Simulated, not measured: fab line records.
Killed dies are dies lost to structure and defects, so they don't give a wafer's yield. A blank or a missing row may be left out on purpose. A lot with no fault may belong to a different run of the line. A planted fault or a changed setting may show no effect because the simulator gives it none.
Chamber matching || flow n5_finfet || N5_HKMG_FIN_STRIP_34 on rie_diel-04: 4 sister chambers
The step strips in CF4. 8 wafers are shown with their chamber, then 12 later ones without.

WAFERS, EACH WITH ITS CHAMBER
{"wafer": "L083.1", "chamber": 2, "drypump_motor_current_A (A)": 5.1, "throttle_valve_pct (%)": 13.21}
{"wafer": "L083.4", "chamber": 1, "drypump_motor_current_A (A)": 5.5, "throttle_valve_pct (%)": 13.68}
{"wafer": "L084.1", "chamber": 0, "drypump_motor_current_A (A)": 6.3, "throttle_valve_pct (%)": 13.07}
{"wafer": "L084.2", "chamber": 1, "drypump_motor_current_A (A)": 5.5, "throttle_valve_pct (%)": 13.67}
{"wafer": "L084.3", "chamber": 3, "drypump_motor_current_A (A)": 5.5, "throttle_valve_pct (%)": 13.53}
{"wafer": "L085.2", "chamber": 0, "drypump_motor_current_A (A)": 6.2, "throttle_valve_pct (%)": 13.07}
{"wafer": "L085.3", "chamber": 2, "drypump_motor_current_A (A)": 5.1, "throttle_valve_pct (%)": 13.22}
{"wafer": "L085.4", "chamber": 3, "drypump_motor_current_A (A)": 5.5, "throttle_valve_pct (%)": 13.50}

WAFERS MISSING THEIR CHAMBER
{"wafer": "L087.2", "drypump_motor_current_A (A)": 5.4, "throttle_valve_pct (%)": 13.69}
{"wafer": "L087.3", "drypump_motor_current_A (A)": 5.5, "throttle_valve_pct (%)": 13.53}
{"wafer": "L087.6", "drypump_motor_current_A (A)": 5.1, "throttle_valve_pct (%)": 13.24}
{"wafer": "L089.3", "drypump_motor_current_A (A)": 5.1, "throttle_valve_pct (%)": 13.24}
{"wafer": "L089.5", "drypump_motor_current_A (A)": 5.5, "throttle_valve_pct (%)": 13.54}
{"wafer": "L089.6", "drypump_motor_current_A (A)": 5.2, "throttle_valve_pct (%)": 13.25}
{"wafer": "L090.2", "drypump_motor_current_A (A)": 5.1, "throttle_valve_pct (%)": 13.24}
{"wafer": "L090.5", "drypump_motor_current_A (A)": 5.4, "throttle_valve_pct (%)": 13.70}
{"wafer": "L090.6", "drypump_motor_current_A (A)": 5.1, "throttle_valve_pct (%)": 13.24}
{"wafer": "L093.3", "drypump_motor_current_A (A)": 5.1, "throttle_valve_pct (%)": 13.26}
{"wafer": "L093.4", "drypump_motor_current_A (A)": 5.5, "throttle_valve_pct (%)": 13.56}
{"wafer": "L093.6", "drypump_motor_current_A (A)": 5.5, "throttle_valve_pct (%)": 13.73}

THE CHAMBER EACH PASSED THROUGH
{"wafer": "L087.2", "from the rows above": 1, "in truth": 1}
{"wafer": "L087.3", "from the rows above": 3, "in truth": 3}
{"wafer": "L087.6", "from the rows above": 2, "in truth": 2}
{"wafer": "L089.3", "from the rows above": 2, "in truth": 2}
{"wafer": "L089.5", "from the rows above": 3, "in truth": 3}
{"wafer": "L089.6", "from the rows above": 2, "in truth": 2}
{"wafer": "L090.2", "from the rows above": 2, "in truth": 2}
{"wafer": "L090.5", "from the rows above": 1, "in truth": 1}
{"wafer": "L090.6", "from the rows above": 2, "in truth": 2}
{"wafer": "L093.3", "from the rows above": 2, "in truth": 2}
{"wafer": "L093.4", "from the rows above": 3, "in truth": 3}
{"wafer": "L093.6", "from the rows above": 1, "in truth": 1}
Correctly placed: 12 of 12. Left unplaced by these rows: 0. Placed wrongly: 0.
How it was worked out, from the rows above alone: a wafer's distance from a chamber is the root of the sum, over the readings, of the square of ((its reading less the chamber's mean) divided by the reading's scatter). The wafer belongs to the nearest chamber; if the next one is less than 2 further off, it can't be placed. For every chamber, the mean is computed from those of its wafers that are shown. How the scatter is found: for the shown wafers, subtract from each reading the mean of its chamber, square and add these, divide the total by (wafers less chambers), then take the root.
